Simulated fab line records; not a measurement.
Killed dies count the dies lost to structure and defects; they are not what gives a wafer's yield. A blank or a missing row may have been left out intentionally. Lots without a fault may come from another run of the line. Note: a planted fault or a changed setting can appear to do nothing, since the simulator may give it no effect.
fab line records + flow n5_finfet
record
- lots=7
- wafers=39
route steps=1938 shown BEOL_M12@1602 BEOL_M13@1694 PAD_METAL@1896 PASSIVATION@1930
start_h: start of the lot's first displayed wafer, in hours after the record's first day + wait_h: time in hours since the lot's previous step + " same as the row above + L1.1+2: a row that stands for several wafers + - no value present, or no start provided + * or withheld: withheld + < > ~ a bound
route shown NAME@n: a module of which the file shows steps, and the number in the route of the first + usual: mean and standard deviation over wafers with no fault + same: alike in all rows + chamber/n: place in a boat + sites: each site's reading + _std_site: standard deviation of those values + _edge_site: mean of outer sites minus mean of inner sites + radius_mm: for every site, how far away it sits from the centre of the wafer + mask NAME#n: copy n + behind: the most recent tool/chamber to have shaped the wafer + hold: cause of the lot's hold/its duration in hours/its outcome + device: whichever transistor did not switch (one of n, p or np) + end of line: at the end of the route, the tests of the same wafers + step lacking rows: just its recipe + killed: the dies lost at the first sort to structure and to defects; this is not the yield of the wafer + map: dies across one wafer; x = killed, . = not, _ = none there
set.NAME: the setting the step ran with; set.NAME@STEP: the setting that earlier step ran with + model.NAME: the simulator's own value behind a step, which no gauge read
lots with deliberately changed settings; one table per step, one row per wafer
## steps
# step N5_BEOL_M12_ILD_DEP_00
# recipe
- material=SiOC
- target_thk_a=6589.2
- temp_c=350
- precursor=DEMS/O2
- pressure_torr=5
- rf_w=500
- time_s=130.7
| lot.wafer | tool     | chamber | start_h | wait_h | set.target_thk_a | model.SiOC_of_BEOL_M12_ILD_DEP_00.thk_nm |
|-----------|----------|---------|---------|--------|------------------|------------------------------------------|
| L074.1    | pecvd-01 | 1       | 229.84  | 0.0    | 6589.2           | 651.2                                    |
| L074.2    | "        | 0       | "       | "      | 3422             | 321.4                                    |
| L074.3    | "        | 2       | "       | "      | 6589.2           | 646.4                                    |
| L074.4    | "        | 2       | "       | "      | 6589.2           | 649.4                                    |
| L074.5    | "        | 1       | "       | "      | 3422             | 337.6                                    |
| L074.6    | "        | 0       | "       | "      | 3422             | 336                                      |
| L076.1    | pecvd-01 | 1       | 250.23  | 0.0    | 4118             | 403.2                                    |
| L076.2    | "        | 2       | "       | "      | 4118             | 400.6                                    |
| L076.3    | "        | 0       | "       | "      | 4118             | 395                                      |
| L076.4    | "        | 0       | "       | "      | 6589.2           | 660.8                                    |
| L076.5    | "        | 1       | "       | "      | 6589.2           | 657.8                                    |
| L076.6    | "        | 2       | "       | "      | 6589.2           | 658.6                                    |
| L084.4    | pecvd-04 | 2       | 302.98  | 0.1    | 6589.2           | 664.8                                    |
| L084.5    | "        | 0       | "       | "      | 6589.2           | 673.6                                    |
| L084.6    | "        | 2       | "       | "      | 6589.2           | 667.8                                    |
| L085.1    | pecvd-04 | 0       | 311.77  | 0.0    | 6589.2           | 652.4                                    |
| L085.2    | "        | 2       | "       | "      | 9506             | 943.2                                    |
| L085.3    | "        | 0       | "       | "      | 6589.2           | 670                                      |
| L085.4    | "        | 2       | "       | "      | 9506             | 947.8                                    |
| L085.5    | "        | 2       | "       | "      | 6589.2           | 658.2                                    |
| L085.6    | "        | 0       | "       | "      | 9506             | 961.8                                    |
| L086.1    | pecvd-03 | 2       | 316.21  | 0.0    | 5573             | 544.4                                    |
| L086.2    | "        | 0       | "       | "      | 5573             | 547.6                                    |
| L086.3    | "        | 1       | "       | "      | 5573             | 553.6                                    |
| L086.4    | "        | 1       | "       | "      | 6589.2           | 665.4                                    |
| L086.5    | "        | 0       | "       | "      | 6589.2           | 666.4                                    |
| L086.6    | "        | 2       | "       | "      | 6589.2           | 660.4                                    |
| L089.1    | pecvd-04 | 2       | 337.90  | 0.0    | 6589.2           | 649.4                                    |
| L089.2    | "        | 0       | "       | "      | 6589.2           | 659.2                                    |
| L089.3    | "        | 2       | "       | "      | 6589.2           | 654.4                                    |
| L089.4    | "        | 0       | "       | "      | 6589.2           | 673.6                                    |
| L089.5    | "        | 2       | "       | "      | 6589.2           | 653.2                                    |
| L089.6    | "        | 0       | "       | "      | 6589.2           | 672.6                                    |
| L096.1    | pecvd-01 | 2       | 381.32  | 0.0    | 5571             | 548.6                                    |
| L096.2    | "        | 1       | "       | "      | 6589.2           | 659.6                                    |
| L096.3    | "        | 0       | "       | "      | 5571             | 549.2                                    |
| L096.4    | "        | 0       | "       | "      | 6589.2           | 654.6                                    |
| L096.5    | "        | 1       | "       | "      | 6589.2           | 665.8                                    |
| L096.6    | "        | 2       | "       | "      | 5571             | 565.6                                    |
# step N5_BEOL_M12_THK_MEAS_01
# recipe
- reads=SiOC_of_BEOL_M12_ILD_DEP_00
# usual
- M12_ILD_THK=658/8.9
| lot.wafer | tool          | chamber | start_h | wait_h | set.target_thk_a@BEOL_M12_ILD_DEP_00 | M12_ILD_THK[nm] |
|-----------|---------------|---------|---------|--------|--------------------------------------|-----------------|
| L074.1    | film_metro-01 | -       | 229.97  | 0.1    | 6589.2                               | 651             |
| L074.2    | "             | -       | "       | "      | 3422                                 | 321             |
| L074.3    | "             | -       | "       | "      | 6589.2                               | 646             |
| L074.4    | "             | -       | "       | "      | 6589.2                               | 649             |
| L074.5    | "             | -       | "       | "      | 3422                                 | 338             |
| L074.6    | "             | -       | "       | "      | 3422                                 | 336             |
| L076.1    | film_metro-02 | -       | 250.36  | 0.1    | 4118                                 | 403             |
| L076.2    | "             | -       | "       | "      | 4118                                 | 401             |
| L076.3    | "             | -       | "       | "      | 4118                                 | 395             |
| L076.4    | "             | -       | "       | "      | 6589.2                               | 661             |
| L076.5    | "             | -       | "       | "      | 6589.2                               | 658             |
| L076.6    | "             | -       | "       | "      | 6589.2                               | 659             |
| L084.4    | film_metro-01 | -       | 303.12  | 0.1    | 6589.2                               | 665             |
| L084.5    | "             | -       | "       | "      | 6589.2                               | 673             |
| L084.6    | "             | -       | "       | "      | 6589.2                               | 668             |
| L085.1    | film_metro-02 | -       | 311.95  | 0.1    | 6589.2                               | 652             |
| L085.2    | "             | -       | "       | "      | 9506                                 | 943             |
| L085.3    | "             | -       | "       | "      | 6589.2                               | 670             |
| L085.4    | "             | -       | "       | "      | 9506                                 | 948             |
| L085.5    | "             | -       | "       | "      | 6589.2                               | 658             |
| L085.6    | "             | -       | "       | "      | 9506                                 | 962             |
| L086.1    | film_metro-02 | -       | 316.35  | 0.1    | 5573                                 | 545             |
| L086.2    | "             | -       | "       | "      | 5573                                 | 548             |
| L086.3    | "             | -       | "       | "      | 5573                                 | 553             |
| L086.4    | "             | -       | "       | "      | 6589.2                               | 666             |
| L086.5    | "             | -       | "       | "      | 6589.2                               | 666             |
| L086.6    | "             | -       | "       | "      | 6589.2                               | 661             |
| L089.1    | film_metro-01 | -       | 338.08  | 0.1    | 6589.2                               | 649             |
| L089.2    | "             | -       | "       | "      | 6589.2                               | 660             |
| L089.3    | "             | -       | "       | "      | 6589.2                               | 655             |
| L089.4    | "             | -       | "       | "      | 6589.2                               | 673             |
| L089.5    | "             | -       | "       | "      | 6589.2                               | 652             |
| L089.6    | "             | -       | "       | "      | 6589.2                               | 672             |
| L096.1    | film_metro-02 | -       | 381.45  | 0.1    | 5571                                 | 548             |
| L096.2    | "             | -       | "       | "      | 6589.2                               | 659             |
| L096.3    | "             | -       | "       | "      | 5571                                 | 549             |
| L096.4    | "             | -       | "       | "      | 6589.2                               | 655             |
| L096.5    | "             | -       | "       | "      | 6589.2                               | 666             |
| L096.6    | "             | -       | "       | "      | 5571                                 | 566             |
# step N5_BEOL_M12_COAT_58
# recipe
- resist=BARC
- temp_c=205
- time_s=60
- spin_rpm=1500
- resist_thk_nm=89
# step N5_BEOL_M12_COAT_04
# recipe
- spin_rpm=1625
- resist_thk_nm=400
# step N5_BEOL_M12_DESCUM_15
# recipe
- chemistry=O2
- time_s=7.9
- source_power_w=50
- bias_power_w=20
- pressure_mtorr=20
- rf_frequency_hz=2.712e+07
- temp_c=40
- o2_flow_sccm=225
# step N5_BEOL_M12_ETCH_59
# recipe
- chemistry=N2/H2
- target=BARC
- target_depth_a=890
- overetch_a=267
- time_s=67.9
- ion_energy_ev=200
- pressure_mtorr=30
- source_w=840
- bias_w=150
- n2_flow_sccm=200
- h2_flow_sccm=200
# step N5_BEOL_M12_VIA_ETCH_16
# recipe
- chemistry=C4F8/O2/Ar
- target=SiOC
- pressure_mtorr=30
- source_w=3000
- bias_w=700
- Ar_flow_sccm=400
- C4F8_flow_sccm=15
- O2_flow_sccm=8
- he_inner_torr=15
- he_outer_torr=30
- target_depth_a=7248
- time_s=withheld
- ion_energy_ev=250
- ends=cleared
| lot.wafer | tool        | chamber | start_h | wait_h | set.target_thk_a@BEOL_M12_ILD_DEP_00 | model.etch.depth_nm | model.coat_of_BEOL_M12_COAT_04.thk_nm |
|-----------|-------------|---------|---------|--------|--------------------------------------|---------------------|---------------------------------------|
| L074.1    | rie_diel-02 | 3       | 230.57  | 0.0    | 6589.2                               | 651.2               | 124.4                                 |
| L074.2    | "           | 2       | "       | "      | 3422                                 | 321.4               | 224.2                                 |
| L074.3    | "           | 1       | "       | "      | 6589.2                               | 646.4               | 129.6                                 |
| L074.4    | "           | 0       | "       | "      | 6589.2                               | 649.5               | 128.4                                 |
| L074.5    | "           | 0       | "       | "      | 3422                                 | 337.6               | 220.4                                 |
| L074.6    | "           | 1       | "       | "      | 3422                                 | 336                 | 221.2                                 |
| L076.1    | rie_diel-04 | 0       | 250.84  | 0.0    | 4118                                 | 403.3               | 198.4                                 |
| L076.2    | "           | 1       | "       | "      | 4118                                 | 400.7               | 196.4                                 |
| L076.3    | "           | 3       | "       | "      | 4118                                 | 395                 | 202.4                                 |
| L076.4    | "           | 3       | "       | "      | 6589.2                               | 660.8               | 124.6                                 |
| L076.5    | "           | 1       | "       | "      | 6589.2                               | 657.8               | 121.6                                 |
| L076.6    | "           | 0       | "       | "      | 6589.2                               | 658.7               | 123.4                                 |
| L084.4    | rie_diel-02 | 2       | 303.68  | 0.1    | 6589.2                               | 664.8               | 122.4                                 |
| L084.5    | "           | 3       | "       | "      | 6589.2                               | 673.6               | 117.4                                 |
| L084.6    | "           | 1       | "       | "      | 6589.2                               | 667.8               | 123.8                                 |
| L085.1    | rie_diel-03 | 3       | 312.67  | 0.0    | 6589.2                               | 652.3               | 125.2                                 |
| L085.2    | "           | 1       | "       | "      | 9506                                 | 943.1               | 41.2                                  |
| L085.3    | "           | 0       | "       | "      | 6589.2                               | 669.9               | 118.8                                 |
| L085.4    | "           | 2       | "       | "      | 9506                                 | 947.9               | 37.8                                  |
| L085.5    | "           | 2       | "       | "      | 6589.2                               | 658.3               | 126.2                                 |
| L085.6    | "           | 3       | "       | "      | 9506                                 | 961.9               | 33.6                                  |
| L086.1    | rie_diel-02 | 2       | 316.82  | 0.0    | 5573                                 | 544.5               | 157.4                                 |
| L086.2    | "           | 1       | "       | "      | 5573                                 | 547.6               | 160.2                                 |
| L086.3    | "           | 3       | "       | "      | 5573                                 | 553.6               | 154                                   |
| L086.4    | "           | 3       | "       | "      | 6589.2                               | 665.4               | 120.2                                 |
| L086.5    | "           | 2       | "       | "      | 6589.2                               | 666.4               | 122.2                                 |
| L086.6    | "           | 1       | "       | "      | 6589.2                               | 660.3               | 127                                   |
| L089.1    | rie_diel-02 | 1       | 338.56  | 0.0    | 6589.2                               | 649.4               | 126.2                                 |
| L089.2    | "           | 2       | "       | "      | 6589.2                               | 659.1               | 122.4                                 |
| L089.3    | "           | 0       | "       | "      | 6589.2                               | 654.4               | 124.2                                 |
| L089.4    | "           | 3       | "       | "      | 6589.2                               | 673.5               | 115.6                                 |
| L089.5    | "           | 1       | "       | "      | 6589.2                               | 653.2               | 125.6                                 |
| L089.6    | "           | 2       | "       | "      | 6589.2                               | 672.7               | 117.6                                 |
| L096.1    | rie_diel-02 | 0       | 382.12  | 0.0    | 5571                                 | 548.6               | 156.6                                 |
| L096.2    | "           | 2       | "       | "      | 6589.2                               | 659.6               | 123.4                                 |
| L096.3    | "           | 1       | "       | "      | 5571                                 | 549.2               | 157                                   |
| L096.4    | "           | 1       | "       | "      | 6589.2                               | 654.6               | 126.2                                 |
| L096.5    | "           | 2       | "       | "      | 6589.2                               | 665.8               | 120.4                                 |
| L096.6    | "           | 0       | "       | "      | 5571                                 | 565.6               | 153.2                                 |
# step N5_BEOL_M12_STRIP_63
# recipe
- chemistry=N2/H2
- power_w=1000
- temp_c=250
- h2_frac=0.65
- overash_fraction=0.3
- pressure_mtorr=1000
- n2_flow_sccm=1750
- h2_flow_sccm=3250
# usual
- oes_product_au=0.693/0.0044
- strip_time_to_endpoint_s=42.7/0.96
| lot.wafer | tool            | chamber | start_h | wait_h | set.target_thk_a@BEOL_M12_ILD_DEP_00 | oes_product_au | strip_time_to_endpoint_s |
|-----------|-----------------|---------|---------|--------|--------------------------------------|----------------|--------------------------|
| L074.1    | plasma_asher-02 | 1       | 230.77  | -      | 6589.2                               | 0.695          | 42.8                     |
| L074.2    | "               | 0       | "       | "      | 3422                                 | 0.840          | 68.8                     |
| L074.3    | "               | 1       | "       | "      | 6589.2                               | 0.694          | 44.3                     |
| L074.4    | "               | 0       | "       | "      | 6589.2                               | 0.691          | 43.9                     |
| L074.5    | "               | 1       | "       | "      | 3422                                 | 0.832          | 67.8                     |
| L074.6    | "               | 0       | "       | "      | 3422                                 | 0.833          | 68.1                     |
| L076.1    | plasma_asher-02 | 0       | 251.04  | -      | 4118                                 | 0.769          | 62.2                     |
| L076.2    | "               | 1       | "       | "      | 4118                                 | 0.773          | 61.7                     |
| L076.3    | "               | 0       | "       | "      | 4118                                 | 0.790          | 63.2                     |
| L076.4    | "               | 1       | "       | "      | 6589.2                               | 0.692          | 42.9                     |
| L076.5    | "               | 1       | "       | "      | 6589.2                               | 0.687          | 42.1                     |
| L076.6    | "               | 0       | "       | "      | 6589.2                               | 0.690          | 42.6                     |
| L084.4    | plasma_asher-01 | 0       | 303.81  | -      | 6589.2                               | 0.695          | 42.3                     |
| L084.5    | "               | 0       | "       | "      | 6589.2                               | 0.693          | 41.0                     |
| L084.6    | "               | 1       | "       | "      | 6589.2                               | 0.696          | 42.7                     |
| L085.1    | plasma_asher-01 | 1       | 312.87  | -      | 6589.2                               | 0.701          | 43.1                     |
| L085.2    | "               | 0       | "       | "      | 9506                                 | 0.655          | 18.8                     |
| L085.3    | "               | 0       | "       | "      | 6589.2                               | 0.689          | 41.3                     |
| L085.4    | "               | 1       | "       | "      | 9506                                 | 0.659          | 17.7                     |
| L085.5    | "               | 1       | "       | "      | 6589.2                               | 0.695          | 43.3                     |
| L085.6    | "               | 0       | "       | "      | 9506                                 | 0.645          | 16.3                     |
| L086.1    | plasma_asher-02 | 0       | 317.02  | -      | 5573                                 | 0.700          | 51.6                     |
| L086.2    | "               | 1       | "       | "      | 5573                                 | 0.700          | 52.4                     |
| L086.3    | "               | 1       | "       | "      | 5573                                 | 0.699          | 50.7                     |
| L086.4    | "               | 0       | "       | "      | 6589.2                               | 0.685          | 41.7                     |
| L086.5    | "               | 1       | "       | "      | 6589.2                               | 0.688          | 42.3                     |
| L086.6    | "               | 0       | "       | "      | 6589.2                               | 0.691          | 43.6                     |
| L089.1    | plasma_asher-02 | 0       | 338.76  | -      | 6589.2                               | 0.695          | 43.4                     |
| L089.2    | "               | 1       | "       | "      | 6589.2                               | 0.696          | 42.3                     |
| L089.3    | "               | 0       | "       | "      | 6589.2                               | 0.694          | 42.8                     |
| L089.4    | "               | 1       | "       | "      | 6589.2                               | 0.693          | 40.5                     |
| L089.5    | "               | 1       | "       | "      | 6589.2                               | 0.686          | 43.2                     |
| L089.6    | "               | 0       | "       | "      | 6589.2                               | 0.691          | 41.1                     |
| L096.1    | plasma_asher-02 | 1       | 382.32  | -      | 5571                                 | 0.706          | 51.4                     |
| L096.2    | "               | 0       | "       | "      | 6589.2                               | 0.696          | 42.6                     |
| L096.3    | "               | 1       | "       | "      | 5571                                 | 0.704          | 51.5                     |
| L096.4    | "               | 0       | "       | "      | 6589.2                               | 0.700          | 43.4                     |
| L096.5    | "               | 1       | "       | "      | 6589.2                               | 0.694          | 41.8                     |
| L096.6    | "               | 0       | "       | "      | 5571                                 | 0.705          | 50.5                     |
# step N5_BEOL_M13_ETCH_68
# recipe
- chemistry=N2/H2
- target=SOC
- mask_material=SiARC
- source_w=3000
- bias_w=350
- temp_c=40
- time_s=355
- ion_energy_ev=200
- pressure_mtorr=30
- n2_flow_sccm=200
- h2_flow_sccm=200
| lot.wafer | tool        | chamber | start_h | wait_h | set.time_s | model.SiARC_of_BEOL_M13_COAT_66.thk_nm |
|-----------|-------------|---------|---------|--------|------------|----------------------------------------|
| L074.1    | rie_diel-01 | 3       | 239.15  | 0.1    | 355        | 76.8                                   |
| L074.2    | "           | 2       | "       | "      | 355        | 77.2                                   |
| L074.3+6  | "           | 1,0     | "       | "      | 355        | 76                                     |
| L074.4    | "           | 0       | "       | "      | 355        | 76.4                                   |
| L074.5    | "           | 3       | "       | "      | 355        | 77                                     |
| L076.1    | rie_diel-01 | 3       | 256.22  | 0.1    | 560.4      | 58.4                                   |
| L076.2    | "           | 1       | "       | "      | 355        | 76.6                                   |
| L076.3+6  | "           | 2,3     | "       | "      | 355        | 77.2                                   |
| L076.4    | "           | 0       | "       | "      | 560.4      | 58                                     |
| L076.5    | "           | 2       | "       | "      | 560.4      | 58.2                                   |
| L084.4    | rie_diel-05 | 3       | 310.11  | 0.1    | 355        | 78.2                                   |
| L084.5    | "           | 2       | "       | "      | 355        | 76.6                                   |
| L084.6    | "           | 0       | "       | "      | 355        | 77.8                                   |
| L085.1    | rie_diel-01 | 3       | 318.64  | 0.1    | 355        | 77.4                                   |
| L085.2    | "           | 0       | "       | "      | 224.5      | 89.6                                   |
| L085.3    | "           | 2       | "       | "      | 355        | 77.8                                   |
| L085.4    | "           | 1       | "       | "      | 224.5      | 89.4                                   |
| L085.5    | "           | 0       | "       | "      | 224.5      | 89.8                                   |
| L085.6    | "           | 1       | "       | "      | 355        | 77.2                                   |
| L086.1+5  | rie_diel-05 | 1,2     | 322.60  | 0.1    | 355        | 76.8                                   |
| L086.2    | "           | 0       | "       | "      | 355        | 77.4                                   |
| L086.3+6  | "           | 2,3     | "       | "      | 157.5      | 95.6                                   |
| L086.4    | "           | 3       | "       | "      | 157.5      | 96                                     |
| L089.1    | rie_diel-05 | 3       | 345.50  | 0.1    | 271.5      | 85.4                                   |
| L089.2    | "           | 0       | "       | "      | 271.5      | 85.2                                   |
| L089.3    | "           | 1       | "       | "      | 271.5      | 84.4                                   |
| L089.4    | "           | 2       | "       | "      | 355        | 76.2                                   |
| L089.5    | "           | 3       | "       | "      | 355        | 77.6                                   |
| L089.6    | "           | 2       | "       | "      | 355        | 76                                     |
| L096.1    | rie_diel-06 | 3       | 389.05  | 0.1    | 240        | 88.4                                   |
| L096.2+5  | "           | 1       | "       | "      | 355        | 77.4                                   |
| L096.3    | "           | 0       | "       | "      | 240        | 87.8                                   |
| L096.4    | "           | 3       | "       | "      | 240        | 88.6                                   |
| L096.6    | "           | 0       | "       | "      | 355        | 76.4                                   |
# step N5_PASSIVATION_AL_DEP_21
# recipe
- material=Al
- target_thk_a=28000
- temp_c=400
- time_s=170
- power_w=30000
- chamber_pressure_pa=0.4
- gas=Ar
| lot.wafer | tool           | chamber | start_h | wait_h | set.time_s | model.Al_of_PASSIVATION_AL_DEP_21.thk_nm |
|-----------|----------------|---------|---------|--------|------------|------------------------------------------|
| L074.1    | pvd_sputter-03 | -       | 266.56  | 0.1    | 170        | 2739                                     |
| L074.2    | "              | -       | "       | "      | 170        | 2770                                     |
| L074.3    | "              | -       | "       | "      | 170        | 2786                                     |
| L074.4    | "              | -       | "       | "      | 88.75      | 1446                                     |
| L074.5    | "              | -       | "       | "      | 88.75      | 1427                                     |
| L074.6    | "              | -       | "       | "      | 88.75      | 1392                                     |
| L076.1    | pvd_sputter-03 | -       | 280.48  | 0.1    | 83.65      | 1397                                     |
| L076.2    | "              | -       | "       | "      | 83.65      | 1405                                     |
| L076.3    | "              | -       | "       | "      | 170        | 2817                                     |
| L076.4    | "              | -       | "       | "      | 170        | 2783                                     |
| L076.5    | "              | -       | "       | "      | 170        | 2830                                     |
| L076.6    | "              | -       | "       | "      | 83.65      | 1400                                     |
| L084.4    | pvd_sputter-03 | -       | 336.35  | 0.1    | 170        | 2783                                     |
| L084.5    | "              | -       | "       | "      | 170        | 2809                                     |
| L084.6    | "              | -       | "       | "      | 170        | 2834                                     |
| L085.1    | pvd_sputter-03 | -       | 345.95  | 0.1    | 170        | 2795                                     |
| L085.2    | "              | -       | "       | "      | 170        | 2819                                     |
| L085.3    | "              | -       | "       | "      | 199.3      | 3238                                     |
| L085.4    | "              | -       | "       | "      | 199.3      | 3302                                     |
| L085.5    | "              | -       | "       | "      | 170        | 2812                                     |
| L085.6    | "              | -       | "       | "      | 199.3      | 3323                                     |
| L086.1    | pvd_sputter-02 | -       | 346.11  | 0.1    | 170        | 2760                                     |
| L086.2    | "              | -       | "       | "      | 170        | 2738                                     |
| L086.3    | "              | -       | "       | "      | 170        | 2774                                     |
| L086.4    | "              | -       | "       | "      | 170        | 2795                                     |
| L086.5    | "              | -       | "       | "      | 170        | 2748                                     |
| L086.6    | "              | -       | "       | "      | 170        | 2745                                     |
| L089.1    | pvd_sputter-01 | -       | 368.25  | 0.1    | 170        | 2843                                     |
| L089.2    | "              | -       | "       | "      | 170        | 2832                                     |
| L089.3    | "              | -       | "       | "      | 170        | 2847                                     |
| L089.4    | "              | -       | "       | "      | 170        | 2856                                     |
| L089.5    | "              | -       | "       | "      | 170        | 2859                                     |
| L089.6    | "              | -       | "       | "      | 170        | 2835                                     |
| L096.1    | pvd_sputter-03 | -       | 414.32  | 0.1    | 170        | 2854                                     |
| L096.2    | "              | -       | "       | "      | 139.2      | 2322                                     |
| L096.3    | "              | -       | "       | "      | 139.2      | 2289                                     |
| L096.4    | "              | -       | "       | "      | 170        | 2849                                     |
| L096.5    | "              | -       | "       | "      | 139.2      | 2302                                     |
| L096.6    | "              | -       | "       | "      | 170        | 2866                                     |
# step N5_PASSIVATION_ETCH_54
# recipe
- chemistry=CHF3/O2
- target=SiO2
- target_depth_a=8800
- CHF3_flow_sccm=50
- O2_flow_sccm=5
- Ar_flow_sccm=200
- time_s=440
- mask_material=PR
- pressure_mtorr=30
- source_w=650
- bias_w=170
- ion_energy_ev=200
| lot.wafer | tool        | chamber | start_h | wait_h | set.time_s | model.PASSIVATION.feature_depth_nm | model.etch.depth_nm |
|-----------|-------------|---------|---------|--------|------------|------------------------------------|---------------------|
| L074.1    | rie_diel-02 | 1       | 269.36  | 0.1    | 440        | 867.8                              | 867.8               |
| L074.2    | "           | 3       | "       | "      | 440        | 890                                | 889.9               |
| L074.3    | "           | 0       | "       | "      | 440        | 868.6                              | 868.6               |
| L074.4    | "           | 1       | "       | "      | 440        | 866.8                              | 866.7               |
| L074.5    | "           | 0       | "       | "      | 440        | 868.6                              | 868.5               |
| L074.6    | "           | 3       | "       | "      | 440        | 896.8                              | 896.9               |
| L076.1    | rie_diel-04 | 2       | 283.29  | 0.1    | 670.4      | 1329                               | 1329                |
| L076.2    | "           | 1       | "       | "      | 670.4      | 1380                               | 1380                |
| L076.3    | "           | 3       | "       | "      | 440        | 886                                | 886                 |
| L076.4    | "           | 0       | "       | "      | 670.4      | 1363                               | 1363                |
| L076.5    | "           | 2       | "       | "      | 440        | 870.2                              | 870.3               |
| L076.6    | "           | 3       | "       | "      | 440        | 883                                | 883                 |
| L084.4    | rie_diel-02 | 1       | 339.04  | 0.1    | 440        | 866.2                              | 866.2               |
| L084.5    | "           | 2       | "       | "      | 440        | 893                                | 893                 |
| L084.6    | "           | 3       | "       | "      | 440        | 888.2                              | 888.2               |
| L085.1    | rie_diel-03 | 2       | 350.02  | 0.1    | 440        | 877.8                              | 877.8               |
| L085.2    | "           | 3       | "       | "      | 689.8      | 1380                               | 1380                |
| L085.3    | "           | 1       | "       | "      | 689.8      | 1370                               | 1370                |
| L085.4    | "           | 0       | "       | "      | 440        | 879                                | 879.1               |
| L085.5    | "           | 3       | "       | "      | 689.8      | 1379                               | 1379                |
| L085.6    | "           | 0       | "       | "      | 440        | 888.2                              | 888.2               |
| L086.1    | rie_diel-02 | 0       | 350.58  | 0.1    | 440        | 873.4                              | 873.4               |
| L086.2    | "           | 2       | "       | "      | 356        | 710.4                              | 710.4               |
| L086.3    | "           | 3       | "       | "      | 356        | 712.8                              | 712.9               |
| L086.4    | "           | 1       | "       | "      | 440        | 860                                | 859.9               |
| L086.5    | "           | 3       | "       | "      | 440        | 882.6                              | 882.6               |
| L086.6    | "           | 2       | "       | "      | 356        | 711.6                              | 711.7               |
| L089.1    | rie_diel-02 | 1       | 371.87  | 0.1    | 308.4      | 603.4                              | 603.4               |
| L089.2    | "           | 0       | "       | "      | 440        | 855.4                              | 855.5               |
| L089.3    | "           | 2       | "       | "      | 440        | 868.2                              | 868.3               |
| L089.4    | "           | 2       | "       | "      | 308.4      | 611.4                              | 611.3               |
| L089.5    | "           | 1       | "       | "      | 308.4      | 607.4                              | 607.3               |
| L089.6    | "           | 0       | "       | "      | 440        | 856                                | 855.9               |
| L096.1    | rie_diel-02 | 1       | 416.94  | 0.1    | 440        | 871.2                              | 871.2               |
| L096.2    | "           | 3       | "       | "      | 440        | 904                                | 904                 |
| L096.3    | "           | 2       | "       | "      | 370.5      | 736.4                              | 736.3               |
| L096.4    | "           | 0       | "       | "      | 370.5      | 721.4                              | 721.5               |
| L096.5    | "           | 2       | "       | "      | 440        | 862.8                              | 862.7               |
| L096.6    | "           | 1       | "       | "      | 370.5      | 732                                | 732                 |
## key
split
- step=N5_BEOL_M12_ILD_DEP_00
- setting=target_thk_a
- stated=6589.2
- by=wafer
response
- step=N5_BEOL_M12_ILD_DEP_00
- reading=model.SiOC_of_BEOL_M12_ILD_DEP_00.thk_nm
- change=+6.71
- per=1%
- r=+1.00
response
- step=N5_BEOL_M12_THK_MEAS_01
- reading=M12_ILD_THK
- change=+6.71
- per=1%
- r=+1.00
response
- step=N5_BEOL_M12_VIA_ETCH_16
- reading=model.etch.depth_nm
- change=+6.71
- per=1%
- r=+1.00
response
- step=N5_BEOL_M12_VIA_ETCH_16
- reading=model.coat_of_BEOL_M12_COAT_04.thk_nm
- change=-1.98
- per=1%
- r=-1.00
response
- step=N5_BEOL_M12_STRIP_63
- reading=oes_product_au
- change=-0.002
- per=1%
- r=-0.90
response
- step=N5_BEOL_M12_STRIP_63
- reading=strip_time_to_endpoint_s
- change=*
- per=1%
- r=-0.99
split
- step=N5_BEOL_M13_ETCH_68
- setting=time_s
- stated=355
- by=wafer
response
- step=N5_BEOL_M13_ETCH_68
- reading=model.SiARC_of_BEOL_M13_COAT_66.thk_nm
- change=-0.334
- per=1%
- r=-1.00
split
- step=N5_PASSIVATION_AL_DEP_21
- setting=time_s
- stated=170
- by=wafer
response
- step=N5_PASSIVATION_AL_DEP_21
- reading=model.Al_of_PASSIVATION_AL_DEP_21.thk_nm
- change=+28.1
- per=1%
- r=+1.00
split
- step=N5_PASSIVATION_ETCH_54
- setting=time_s
- stated=440
- by=wafer
response
- step=N5_PASSIVATION_ETCH_54
- reading=model.PASSIVATION.feature_depth_nm
- change=+8.84
- per=1%
- r=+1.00
response
- step=N5_PASSIVATION_ETCH_54
- reading=model.etch.depth_nm
- change=+8.84
- per=1%
- r=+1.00
